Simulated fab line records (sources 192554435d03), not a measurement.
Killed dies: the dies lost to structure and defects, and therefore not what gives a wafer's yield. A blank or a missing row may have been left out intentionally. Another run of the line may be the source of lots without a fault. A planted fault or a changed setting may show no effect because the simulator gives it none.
Matching of chambers | flow n5Finfet | 3 sister chambers for N5_BEOL_M5_CURE_80 on uvCure-03
The step cures SiCOH lowk, time 120 s. 3 wafers are shown with their chamber, then 8 later ones without.

== WAFERS WITH THEIR CHAMBER ==
wafer  | chamber | wafer_temp_C_max
L080.4 | 0       | 371.6
L091.6 | 1       | 371.2
L092.4 | 2       | 371.4

== WAFERS MISSING THEIR CHAMBER ==
wafer  | wafer_temp_C_max
L092.5 | 371.7
L092.6 | 370.9
L093.1 | 370.8
L093.3 | 371.2
L093.6 | 371.4
L093.2 | 371.5
L093.4 | 371.2
L093.5 | 371.0

== THE CHAMBER EACH PASSED THROUGH ==
wafer  | from the rows above          | in truth
L092.5 | can't be placed: 0 or 2      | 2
L092.6 | can't be placed: 1 or 2      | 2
L093.1 | can't be placed: 1 or 2      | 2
L093.3 | can't be placed: 1 or 2      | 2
L093.6 | can't be placed: 2 or 1 or 0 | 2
L093.2 | can't be placed: 0 or 2 or 1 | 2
L093.4 | can't be placed: 1 or 2      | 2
L093.5 | can't be placed: 1 or 2      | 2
Correct placement for 0 of the 8. From these rows, 8 cannot be placed; in 8 the true chamber is one of the candidates. Wrongly placed: 0.
How it was worked out, from the rows above alone: a wafer's distance from a chamber is the root of the sum, over the readings, of the square of ((its reading less the chamber's mean) divided by the reading's scatter). If the next closest chamber is less than 2 further off than the closest, the wafer can't be placed; otherwise it belongs to the closest. For every chamber, the mean is computed from those of its wafers that are shown. The scatter (one wafer shown for each chamber): square how far every hidden wafer sits from the nearest shown wafer, average those squares and take the square root.
